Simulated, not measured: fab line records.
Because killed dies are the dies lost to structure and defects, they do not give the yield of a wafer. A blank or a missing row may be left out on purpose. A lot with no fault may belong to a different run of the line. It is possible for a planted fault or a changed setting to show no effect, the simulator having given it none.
Which tool did it?	flow nand-harc	11 lots, 33 wafers sampled, at 6 steps of a route of 1302

WHAT THE GAUGES SHOWED, per wafer
NHARC_P_GATE_CD_MEAS_11: target cd 1640 nm.
lot	measured	on	cd-nm (nm)
L775	day 4 11:09	cd-sem-03	1640.5 1640.1 1641.3
L776	day 4 19:22	cd-sem-03	1640.0 1640.4 1639.9
L778	day 5 14:41	cd-sem-01	1641.8 1640.8 1640.9
L780	day 6 15:33	cd-sem-03	1639.8 1640.3 1640.8
L781	day 6 20:47	cd-sem-03	1637.2 1639.4 1640.4
L782	day 7 12:38	cd-sem-03	1641.5 1640.1 1640.3
L784	day 8 04:47	cd-sem-01	1641.7 1640.5 1641.6
L787	day 9 12:34	cd-sem-02	1637.7 1639.2 1639.3
L794	day 12 09:46	cd-sem-01	1636.3 1638.7 1637.9
L795	day 12 16:17	cd-sem-01	1639.4 1642.3 1642.6
L796	day 13 01:05	cd-sem-02	1641.3 1640.5 1641.4

NHARC_P_GATE_CD_MEAS_46: target cd 720 nm.
lot	measured	on	cd-nm (nm)
L775	day 5 17:46	cd-sem-01	720.7 719.4 719.9
L776	day 5 21:25	cd-sem-01	722.4 722.8 721.6
L778	day 6 22:19	cd-sem-02	721.1 718.8 718.5
L780	day 7 17:37	cd-sem-03	721.6 721.7 721.0
L781	day 8 01:39	cd-sem-03	721.7 720.9 720.7
L782	day 8 17:49	cd-sem-02	720.9 719.5 721.1
L784	day 9 07:46	cd-sem-01	668.4 666.2 666.1
L787	day 10 17:09	cd-sem-03	721.0 722.5 722.5
L794	day 13 15:24	cd-sem-03	720.5 719.7 718.6
L795	day 13 19:57	cd-sem-01	721.5 721.1 722.0
L796	day 14 04:10	cd-sem-01	721.6 720.5 722.2

NHARC_END_SORT_01.
lot	measured	on	killed-at-array	killed-at-other	killed-at-periphery	killed-dies	killed-open	killed-short
L775	day 25 08:26	prober-02	70 77 58	2 4 2	3 3 0	75 84 60	7 4 5	1 2 2
L776	day 24 18:32	prober-01	55 37 34	1 1 3	6 2 3	62 40 40	4 1 4	0 2 4
L778	day 25 14:38	prober-01	79 81 78	1 0 0	4 5 5	84 86 83	1 4 3	2 3 4
L780	day 26 02:28	prober-01	34 54 58	0 1 1	3 4 2	37 59 61	3 6 3	0 2 3
L781	day 27 04:20	prober-02	54 76 57	0 0 0	4 2 3	58 78 60	3 6 6	0 3 2
L782	day 28 16:22	prober-02	16 27 23	0 0 0	5 5 4	21 32 27	6 2 2	3 1 5
L784	day 28 23:31	prober-01	51 49 51	4 1 2	3 5 3	58 55 56	4 5 5	1 2 7
L787	day 29 20:18	prober-02	56 65 51	0 0 2	9 5 5	65 70 58	1 1 4	2 4 0
L794	day 33 15:43	prober-02	42 44 42	0 2 4	1 1 3	43 47 49	3 6 3	0 2 3
L795	day 33 15:41	prober-01	52 73 62	1 2 3	16 11 6	69 86 71	4 3 3	2 5 2
L796	day 33 23:29	prober-01	11 23 13	3 2 0	3 6 2	17 31 15	3 3 5	2 1 3

WHICH TOOL RAN EACH LOT (tool, then ch and the chambers of the sampled wafers, then the start)
lot	NHARC_P_GATE_ETCH_32	NHARC_P_GATE_STRIP_108	NHARC_P_GATE_EXPOSE_43
L775	rie-si-05 ch 0,3, day 5 06:19	rie-diel-11 ch 1,2,3, day 5 06:31	krf-scanner-02 ch 0, day 5 17:37
L776	rie-si-06 ch 0,2,3, day 5 10:10	rie-diel-01 ch 1,2,3, day 5 10:19	krf-scanner-03 ch 0, day 5 21:16
L778	rie-si-06 ch 0,1,3, day 6 08:59	rie-diel-03 ch 0,3, day 6 09:08	krf-scanner-02 ch 0, day 6 22:09
L780	rie-si-06 ch 0,2,3, day 7 06:13	rie-diel-11 ch 0,3, day 7 06:23	krf-scanner-04 ch 0, day 7 17:28
L781	rie-si-06 ch 0,1, day 7 14:26	rie-diel-01 ch 0,1, day 7 14:35	krf-scanner-04 ch 0, day 8 01:29
L782	rie-si-06 ch 2,3, day 8 06:31	rie-diel-11 ch 1,2, day 8 06:40	krf-scanner-03 ch 0, day 8 17:40
L784	rie-si-01 ch 0,1, day 8 20:29	rie-diel-03 ch 0,2, day 8 20:39	krf-scanner-03 ch 0, day 9 07:37
L787	rie-si-05 ch 0,1,2, day 10 05:53	rie-diel-03 ch 1,3, day 10 06:02	krf-scanner-02 ch 0, day 10 17:00
L794	rie-si-01 ch 0,1,2, day 13 04:02	rie-diel-03 ch 1,2,3, day 13 04:13	krf-scanner-03 ch 0, day 13 15:14
L795	rie-si-06 ch 1,2,3, day 13 08:32	rie-diel-11 ch 1,2,3, day 13 08:41	krf-scanner-02 ch 0, day 13 19:47
L796	rie-si-01 ch 1,2,3, day 13 17:00	rie-diel-11 ch 0,2, day 13 17:08	krf-scanner-02 ch 0, day 14 04:00
- NHARC_P_GATE_ETCH_32: etches the open film in HBr/Cl2, target depth 150 nm, time 100.1 s.
- NHARC_P_GATE_STRIP_108: strips in O2.
- NHARC_P_GATE_EXPOSE_43: exposes mask P NSD, target cd 720 nm.

AS READ BY THE TOOLS THEMSELVES (means over the sampled wafers that have a number; for cases with no such wafer, the mark the record gives instead)
NHARC_P_GATE_ETCH_32.
lot	tool	drypump-motor-current-A (A)	oes-product-au (a.u.)	throttle-valve-pct (%)
L775	rie-si-05	5.2	0.999	26.403
L776	rie-si-06	5.6	1.005	26.405
L778	rie-si-06	5.7	0.994	26.401
L780	rie-si-06	5.6	0.994	26.403
L781	rie-si-06	5.3	0.990	26.405
L782	rie-si-06	6.0	0.999	26.395
L784	rie-si-01	5.8	1.003	26.403
L787	rie-si-05	5.4	0.999	26.399
L794	rie-si-01	6.0	0.999	26.401
L795	rie-si-06	6.0	0.999	26.407
L796	rie-si-01	5.8	0.995	26.403

NHARC_P_GATE_STRIP_108.
lot	tool	drypump-motor-current-A (A)	oes-product-au (a.u.)	rf-vpp-V (V)	showerhead-plenum-p-Torr (Torr)	throttle-valve-pct (%)
L775	rie-diel-11	5.8	0.996	56.7	3.44	17.033
L776	rie-diel-01	5.6	0.993	57.6	3.65	17.044
L778	rie-diel-03	5.2	0.997	57.7	3.53	17.029
L780	rie-diel-11	5.6	0.999	57.8	3.46	17.036
L781	rie-diel-01	5.1	0.996	58.4	3.73	17.050
L782	rie-diel-11	5.9	0.996	58.0	3.47	17.031
L784	rie-diel-03	5.3	1.003	56.6	3.36	17.036
L787	rie-diel-03	5.7	1.003	58.4	3.45	17.033
L794	rie-diel-03	5.5	1.002	57.4	3.43	17.027
L795	rie-diel-11	5.8	0.999	57.7	3.44	17.031
L796	rie-diel-11	5.9	1.012	56.9	3.50	17.034

NHARC_P_GATE_EXPOSE_43.
lot	tool	exposure-dose-mJ-cm2	stage-vel-mm-s (mm/s)
L775	krf-scanner-02	14.820	499.97
L776	krf-scanner-03	14.835	499.84
L778	krf-scanner-02	14.811	499.96
L780	krf-scanner-04	14.772	499.89
L781	krf-scanner-04	14.817	499.93
L782	krf-scanner-03	14.807	500.12
L784	krf-scanner-03	14.824	500.04
L787	krf-scanner-02	14.829	500.14
L794	krf-scanner-03	14.812	499.97
L795	krf-scanner-02	14.805	499.76
L796	krf-scanner-02	14.809	499.72

THE ANSWER, worked out from the rows above alone
Rule: the usual values come from the lots themselves. Put in order of their means at a reading, lots are off if they are a third of the lots or fewer, leave a main group of 4 or more, and stand apart from it by a gap of 3 or more times the standard deviation of the main group's means; of several such gaps the widest counts. A main group is skipped when, at the precision printed for the reading in the tables above, its means are all equal. A lot without any number at a reading at which 4 lots or more have one is off too. All remaining lots with rows at the step are treated as sound. Order of review: gauges by route order, followed by the tools' own readings, for which a lot's mean as printed above is used. The first step at which some lot is off is used, and at that step the reading that is off furthest; a lot without a number counts as furthest.
Off at NHARC_P_GATE_CD_MEAS_46 (cd-nm): L784. The main group: mean 720.9 nm, standard deviation 0.94.
A tool fits if, at a process step before that reading, it ran every lot that is off, and no sound lot after the first of them. The gauges at NHARC_P_GATE_CD_MEAS_46 are tried like those tools. Of those tried, none fits.

WHAT THE SIMULATOR HAD INSERTED
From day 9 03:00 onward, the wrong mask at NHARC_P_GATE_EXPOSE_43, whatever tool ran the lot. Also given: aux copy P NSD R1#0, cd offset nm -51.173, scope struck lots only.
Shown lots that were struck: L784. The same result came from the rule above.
